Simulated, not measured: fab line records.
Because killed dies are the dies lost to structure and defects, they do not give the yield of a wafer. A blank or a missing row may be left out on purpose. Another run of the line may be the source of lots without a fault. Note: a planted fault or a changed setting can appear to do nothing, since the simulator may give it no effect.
Matching of chambers -- flow nand harc -- rie diel-03 running NHARC_A_STAIRCASE_ETCH_444: 4 sister chambers
The step etches the open film in C4F8/O2, target depth 10200 nm, time 3400 s. 8 wafers are shown with their chamber, then 11 later ones without.

== WAFERS WITH THEIR CHAMBER ==
wafer,chamber,rf vpp V (V),chamber pressure mTorr (mTorr)
L082.4,3,808,25.021
L082.1,2,810,25.013
L082.5,0,808,25.037
L082.6,1,814,24.988
L086.1,1,815,24.965
L086.2,3,809,24.987
L086.4,0,809,25.002
L086.3,2,808,25.008

== WAFERS WHOSE CHAMBER IS MISSING ==
wafer,rf vpp V (V),chamber pressure mTorr (mTorr)
L086.5,809,25.003
L086.6,808,24.990
L091.4,814,24.993
L091.5,811,25.006
L091.6,808,24.993
L095.1,808,25.045
L095.2,814,24.953
L095.3,808,24.928
L096.2,807,24.996
L096.5,809,25.026
L096.6,810,25.014

== WHICH CHAMBER EACH ONE RAN IN ==
wafer,from the rows above,in truth
L086.5,can't be placed: 2 or 3 or 0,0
L086.6,can't be placed: 3 or 2 or 0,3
L091.4,1,1
L091.5,can't be placed: 2 or 3 or 0 or 1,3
L091.6,can't be placed: 3 or 2 or 0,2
L095.1,can't be placed: 0 or 2 or 3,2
L095.2,1,1
L095.3,can't be placed: 3 or 2 or 0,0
L096.2,can't be placed: 3 or 0 or 2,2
L096.5,can't be placed: 0 or 2 or 3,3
L096.6,can't be placed: 2 or 0 or 3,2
2 of 11 placed correctly. Unplaceable from these rows: 9, with the true chamber sitting among the candidates in 9. 0 placed wrongly.
How it was worked out, from the rows above alone: a wafer's distance from a chamber is the root of the sum, over the readings, of the square of ((its reading less the chamber's mean) divided by the reading's scatter). The wafer belongs to the nearest chamber; if the next one is less than 2 further off, it can't be placed. A chamber's mean is the mean of its shown wafers. How the scatter is found: for the shown wafers, subtract from each reading the mean of its chamber, square and add these, divide the total by (wafers less chambers), then take the root.
